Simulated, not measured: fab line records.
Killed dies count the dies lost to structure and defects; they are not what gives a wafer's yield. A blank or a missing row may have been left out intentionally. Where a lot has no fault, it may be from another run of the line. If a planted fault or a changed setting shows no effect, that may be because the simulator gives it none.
Matching of chambers | flow nand harc | NHARC_A_BONDPAD_STRIP_15 on rie diel-03: 4 sister chambers
The step strips in O2. 48 wafers are shown with their chamber, then 12 later ones without.

== EACH WAFER AND ITS CHAMBER ==
wafer  | chamber | showerhead plenum p Torr (Torr) | drypump motor current A (A) | oes product au (a.u.)
L075.3 | 0       | 3.65                            | 5.58                        | 1.007
L075.4 | 1       | 3.49                            | 5.73                        | 1.005
L075.5 | 2       | 3.44                            | 5.32                        | 1.001
L076.1 | 3       | 3.60                            | 5.88                        | 1.001
L076.3 | 0       | 3.64                            | 5.58                        | 1.003
L076.4 | 2       | 3.44                            | 5.34                        | 0.994
L078.1 | 0       | 3.64                            | 5.57                        | 1.012
L078.2 | 2       | 3.44                            | 5.37                        | 0.998
L078.4 | 3       | 3.60                            | 5.88                        | 0.996
L079.2 | 3       | 3.60                            | 5.88                        | 1.017
L079.4 | 0       | 3.64                            | 5.55                        | 1.006
L079.5 | 0       | 3.64                            | 5.55                        | 1.016
L081.4 | 1       | 3.49                            | 5.68                        | 1.004
L081.5 | 3       | 3.60                            | 5.86                        | 1.009
L081.6 | 0       | 3.64                            | 5.57                        | 1.016
L083.2 | 3       | 3.60                            | 5.88                        | 1.012
L083.3 | 2       | 3.43                            | 5.34                        | 0.999
L083.4 | 1       | 3.49                            | 5.74                        | 1.022
L084.2 | 2       | 3.43                            | 5.31                        | 0.984
L084.4 | 3       | 3.60                            | 5.87                        | 0.996
L084.6 | 0       | 3.64                            | 5.59                        | 1.004
L082.3 | 3       | 3.60                            | 5.88                        | 1.009
L082.5 | 0       | 3.64                            | 5.57                        | 1.004
L082.6 | 3       | 3.60                            | 5.91                        | 1.010
L087.2 | 1       | 3.49                            | 5.69                        | 1.008
L087.4 | 2       | 3.43                            | 5.34                        | 0.998
L087.6 | 1       | 3.49                            | 5.75                        | 1.005
L085.2 | 1       | 3.49                            | 5.70                        | 1.000
L085.4 | 0       | 3.64                            | 5.59                        | 1.007
L085.6 | 0       | 3.64                            | 5.56                        | 1.005
L086.2 | 2       | 3.43                            | 5.38                        | 1.002
L086.3 | 0       | 3.64                            | 5.57                        | 1.005
L086.6 | 0       | 3.64                            | 5.58                        | 1.004
L089.2 | 1       | 3.49                            | 5.77                        | 1.024
L089.4 | 3       | 3.60                            | 5.90                        | 1.015
L089.5 | 2       | 3.43                            | 5.37                        | 1.001
L090.2 | 0       | 3.64                            | 5.57                        | 1.007
L090.5 | 3       | 3.60                            | 5.86                        | 1.003
L090.6 | 2       | 3.43                            | 5.31                        | 0.999
L088.1 | 3       | 3.60                            | 5.90                        | 1.002
L088.2 | 0       | 3.64                            | 5.57                        | 0.997
L088.5 | 0       | 3.64                            | 5.58                        | 1.004
L092.1 | 3       | 3.60                            | 5.89                        | 1.007
L092.3 | 2       | 3.43                            | 5.32                        | 1.006
L092.4 | 1       | 3.49                            | 5.71                        | 1.015
L094.1 | 0       | 3.64                            | 5.58                        | 1.002
L094.2 | 1       | 3.49                            | 5.71                        | 1.006
L094.3 | 2       | 3.43                            | 5.35                        | 0.998

SIGNATURES (averages over the wafers above)
reading                  | chamber 0 | chamber 1 | chamber 2 | chamber 3 | scatter within a chamber
showerhead plenum p Torr | 3.6406    | 3.4900    | 3.4327    | 3.6000    | 0.00266
drypump motor current A  | 5.5725    | 5.7200    | 5.3409    | 5.8825    | 0.0201
oes product au           | 1.00619   | 1.00989   | 0.99818   | 1.00642   | 0.00634
Rule: a wafer's distance from a chamber is the root of the sum, over the readings, of the square of ((its reading less the chamber's mean) divided by the reading's scatter). If the next closest chamber is less than 2 further off than the closest, the wafer can't be placed; otherwise it belongs to the closest. The scatter is the square root of a quotient: the sum, over the shown wafers, of each reading's squared deviation from its chamber's mean, divided by wafers minus chambers.

== WAFERS WITHOUT THEIR CHAMBER ==
wafer  | showerhead plenum p Torr (Torr) | drypump motor current A (A) | oes product au (a.u.)
L093.1 | 3.49                            | 5.77                        | 1.015
L093.2 | 3.60                            | 5.86                        | 1.005
L093.5 | 3.49                            | 5.74                        | 1.015
L095.2 | 3.43                            | 5.38                        | 1.003
L095.3 | 3.64                            | 5.58                        | 0.999
L095.6 | 3.49                            | 5.72                        | 1.004
L096.2 | 3.49                            | 5.76                        | 1.003
L096.3 | 3.43                            | 5.31                        | 1.011
L096.6 | 3.60                            | 5.88                        | 1.005
L097.2 | 3.60                            | 5.89                        | 1.010
L097.4 | 3.43                            | 5.38                        | 0.989
L097.6 | 3.60                            | 5.88                        | 1.000

== CHAMBER TAKEN BY EACH ==
wafer  | from the rows above | in truth
L093.1 | 1                   | 1
L093.2 | 3                   | 3
L093.5 | 1                   | 1
L095.2 | 2                   | 2
L095.3 | 0                   | 0
L095.6 | 1                   | 1
L096.2 | 1                   | 1
L096.3 | 2                   | 2
L096.6 | 3                   | 3
L097.2 | 3                   | 3
L097.4 | 2                   | 2
L097.6 | 3                   | 3
12 of 12 placed correctly. Number that these rows cannot place: 0. Number placed wrongly: 0.
